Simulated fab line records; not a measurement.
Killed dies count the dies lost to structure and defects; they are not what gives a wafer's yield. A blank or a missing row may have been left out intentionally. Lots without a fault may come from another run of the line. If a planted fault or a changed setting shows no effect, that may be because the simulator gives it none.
Chamber matching    flow nand-harc    rie-diel-09 running NHARC_A_SGD_CUT_ETCHBACK_24: 4 sister chambers
The step etches the open film in CH3F/O2, target depth 50 nm, time 92.857 s. 22 wafers are shown with their chamber, then 11 later ones without.

== WAFERS WITH THEIR CHAMBER ==
wafer   chamber  showerhead-plenum-p-Torr (Torr)  drypump-motor-current-A (A)  rf-vpp-V (V)
L075.1  3        2.38                             5.0                          242.0
L075.3  2        2.47                             5.9                          246.1
L075.4  1        2.50                             5.4                          245.9
L078.3  0        2.30                             5.3                          242.2
L078.4  2        2.47                             5.9                          243.5
L078.6  1        2.49                             5.4                          244.5
L077.1  3        2.38                             5.1                          242.5
L077.2  1        2.49                             5.4                          244.6
L077.4  0        2.30                             5.3                          242.9
L083.1  1        2.49                             5.4                          245.7
L083.2  3        2.38                             5.0                          243.3
L083.3  0        2.30                             5.3                          242.4
L083.4  2        2.47                             5.9                          243.8
L083.5  1        2.49                             5.4                          244.1
L083.6  2        2.47                             5.9                          244.5
L084.2  0        2.30                             5.3                          241.9
L084.3  1        2.49                             5.4                          246.7
L084.6  0        2.30                             5.4                          241.2
L085.4  1        2.49                             5.4                          243.8
L085.5  1        2.49                             5.4                          244.7
L085.6  2        2.47                             5.9                          243.7
L086.2  3        2.38                             5.0                          242.5

SIGNATURES, as means of the wafers listed above
reading                   chamber 0  chamber 1  chamber 2  chamber 3  scatter within a chamber
showerhead-plenum-p-Torr  2.3000     2.4912     2.4700     2.3800     0.0022
drypump-motor-current-A   5.320      5.400      5.900      5.025      0.0293
rf-vpp-V                  242.120    245.000    244.320    242.575    0.88
Rule: for each reading, subtract the chamber's mean from the wafer's reading, divide by that reading's scatter and square the result; add these up over the readings and take the root, which gives the wafer's distance from the chamber. If the next closest chamber is less than 2 further off than the closest, the wafer can't be placed; otherwise it belongs to the closest. The scatter is the square root of a quotient: the sum, over the shown wafers, of each reading's squared deviation from its chamber's mean, divided by wafers minus chambers.

== WAFERS WITHOUT THEIR CHAMBER ==
wafer   showerhead-plenum-p-Torr (Torr)  drypump-motor-current-A (A)  rf-vpp-V (V)
L086.5  2.47                             5.9                          245.3
L086.6  2.49                             5.4                          246.9
L090.2  2.38                             5.1                          242.5
L090.3  2.30                             5.3                          242.3
L090.6  2.30                             5.3                          242.6
L096.2  2.38                             5.1                          242.8
L096.3  2.30                             5.3                          240.9
L096.6  2.38                             5.1                          242.3
L096.1  2.47                             5.9                          244.1
L096.4  2.49                             5.4                          244.5
L096.5  2.30                             5.3                          242.2

== THE CHAMBER EACH PASSED THROUGH ==
wafer   from the rows above  in truth
L086.5  2                    2
L086.6  1                    1
L090.2  3                    3
L090.3  0                    0
L090.6  0                    0
L096.2  3                    3
L096.3  0                    0
L096.6  3                    3
L096.1  2                    2
L096.4  1                    1
L096.5  0                    0
Placed correctly: 11 of 11. Can't be placed from these rows: 0. 0 placed wrongly.
